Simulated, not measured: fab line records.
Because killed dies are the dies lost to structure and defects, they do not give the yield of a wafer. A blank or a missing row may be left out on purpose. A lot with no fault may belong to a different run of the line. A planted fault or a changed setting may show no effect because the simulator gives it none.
Chamber matching / flow n5Finfet / N5_BEOL_M0_CUTY_DESCUM_61 on rieDiel-04 has 4 sister chambers
The step chemistry O2, time 7.9 s. 4 wafers are shown with their chamber, then 7 later ones without.

== WAFERS PAIRED WITH THEIR CHAMBERS ==
wafer=L084.6; chamber=1; showerheadPlenumPTorr (Torr)=2.13
wafer=L086.4; chamber=3; showerheadPlenumPTorr (Torr)=2.07
wafer=L089.1; chamber=2; showerheadPlenumPTorr (Torr)=2.03
wafer=L089.3; chamber=0; showerheadPlenumPTorr (Torr)=2.21

== WAFERS WHOSE CHAMBER IS MISSING ==
wafer=L089.4; showerheadPlenumPTorr (Torr)=2.07
wafer=L092.2; showerheadPlenumPTorr (Torr)=2.07
wafer=L092.5; showerheadPlenumPTorr (Torr)=2.03
wafer=L092.6; showerheadPlenumPTorr (Torr)=2.21
wafer=L097.1; showerheadPlenumPTorr (Torr)=2.02
wafer=L097.2; showerheadPlenumPTorr (Torr)=2.13
wafer=L097.3; showerheadPlenumPTorr (Torr)=2.06

== WHICH CHAMBER EACH ONE RAN IN ==
wafer=L089.4; from the rows above=3; in truth=3
wafer=L092.2; from the rows above=3; in truth=3
wafer=L092.5; from the rows above=2; in truth=2
wafer=L092.6; from the rows above=0; in truth=0
wafer=L097.1; from the rows above=2; in truth=2
wafer=L097.2; from the rows above=1; in truth=1
wafer=L097.3; from the rows above=3; in truth=3
7 of 7 placed correctly. From these rows, 0 cannot be placed. Placed wrongly: 0.
How it was worked out, from the rows above alone: a wafer's distance from a chamber is the root of the sum, over the readings, of the square of ((its reading less the chamber's mean) divided by the reading's scatter). If the next closest chamber is less than 2 further off than the closest, the wafer can't be placed; otherwise it belongs to the closest. A chamber's mean is the mean of its shown wafers. The scatter: root of mean squared gap, hidden wafer to nearest shown wafer, with one shown wafer a chamber.
